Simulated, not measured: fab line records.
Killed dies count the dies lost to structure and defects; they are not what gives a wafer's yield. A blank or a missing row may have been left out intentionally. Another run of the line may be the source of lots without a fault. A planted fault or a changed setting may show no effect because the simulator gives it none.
A lot that was struck, set against a sound lot    flow nand-harc    17 out of 1302 route steps
Sound: the wafers L542.1, L542.2, L542.4. Wafers L547.1, L547.4, L547.5 were the ones struck. The cause comes at the end.
Each step with rows lists, per side, the tool, then ch with its chambers, then its first start. Under that, the readings that differ: sound wafers    struck wafers    difference of the means    sigmas: that difference in standard deviations of wafers without a fault.
alike: a reading whose means differ by less than 2 such deviations, as well as words and numbers matching on both sides. not compared: withheld readings; readings where some wafer has no value; bounds like >300 that might hide an equal value; numbers whose values overlap and for which the record gives no deviation.
A row with sigmas, a row that says differs or no value, or rows on one side alone: a step with any of these is where the two part. Numbers that don't overlap but have no deviation are shown without sigmas and don't part them. A reading that every wafer of one side lacks parts them only if that side has two wafers or more.

NHARC_P_GATE_CD_MEAS_46 targets a cd of 720 nm.
  sound on cd-sem-02 ch 0, day 7 12:03; struck on cd-sem-02 ch 0, day 9 18:32
  alike: cd-nm
then, 1 step without rows for these wafers: NHARC_P_GATE_HARDBAKE_47 (time 80 s).
NHARC_P_GATE_DESCUM_48: chemistry O2, time 3 s.
  sound on rie-diel-02 ch 0,1,3, day 7 12:13; struck on rie-diel-13 ch 2,3, day 9 18:43
reading                          sound           struck          difference  sigmas
showerhead-plenum-p-Torr (Torr)  1.86 1.82 1.84  2.00 1.97 2.00  +0.15       +2
  alike: drypump-motor-current-A, oes-product-au, rf-vpp-V, throttle-valve-pct
  not compared: rf-hours-counter-h
then, 1 step without rows for these wafers: NHARC_P_GATE_IMPLANT_49.
NHARC_P_GATE_STRIP_111: strips in N2/H2, time 250 s.
  sound on plasma-asher-02 ch 0,1, day 7 12:40; struck on plasma-asher-02 ch 0,1, day 9 19:07
  alike: drypump-motor-current-A, heater-power-w
  not compared: rf-hours-counter-h
NHARC_P_GATE_STRIP_75: strips in O2.
  sound on plasma-asher-02 ch 0,1, day 7 12:57; struck on plasma-asher-02 ch 0,1, day 9 19:23
  alike: drypump-motor-current-A, heater-power-w
  not compared: rf-hours-counter-h
then, 6 steps without rows for these wafers: NHARC_P_GATE_STRIP_50 (strips in SPM, time 900 s); NHARC_P_GATE_DEHYDRATE_51 (time 120 s); NHARC_P_GATE_HMDS_52 (time 30 s); NHARC_P_GATE_COAT_53; NHARC_P_GATE_SOFTBAKE_54 (time 95 s); NHARC_P_GATE_EBR_55.
NHARC_P_GATE_EXPOSE_56: exposes mask P PSD, target cd 720 nm.
  sound on krf-scanner-04 ch 0, day 7 13:44; struck on krf-scanner-01 ch 0, day 9 20:08
reading  sound                    struck                            difference  sigmas
mask     P_PSD#0 P_PSD#0 P_PSD#0  P_PSD_R1#0 P_PSD_R1#0 P_PSD_R1#0  differs     
then, 2 steps without rows for these wafers: NHARC_P_GATE_PEB_57 (peb time 85 s); NHARC_P_GATE_DEVELOP_58 (time 70 s).
NHARC_P_GATE_CD_MEAS_59 targets a cd of 720 nm.
  sound on cd-sem-01 ch 0, day 7 13:53; struck on cd-sem-03 ch 0, day 9 20:17
reading     sound              struck             difference  sigmas
cd-nm (nm)  719.0 717.4 720.1  728.7 726.0 724.3  +7.5        +3
then, 1 step without rows for these wafers: NHARC_P_GATE_HARDBAKE_60 (time 80 s).

WHERE THEY PART
First at NHARC_P_GATE_DESCUM_48; last, within this record, at NHARC_P_GATE_CD_MEAS_59.

WHY: what the simulator had put in
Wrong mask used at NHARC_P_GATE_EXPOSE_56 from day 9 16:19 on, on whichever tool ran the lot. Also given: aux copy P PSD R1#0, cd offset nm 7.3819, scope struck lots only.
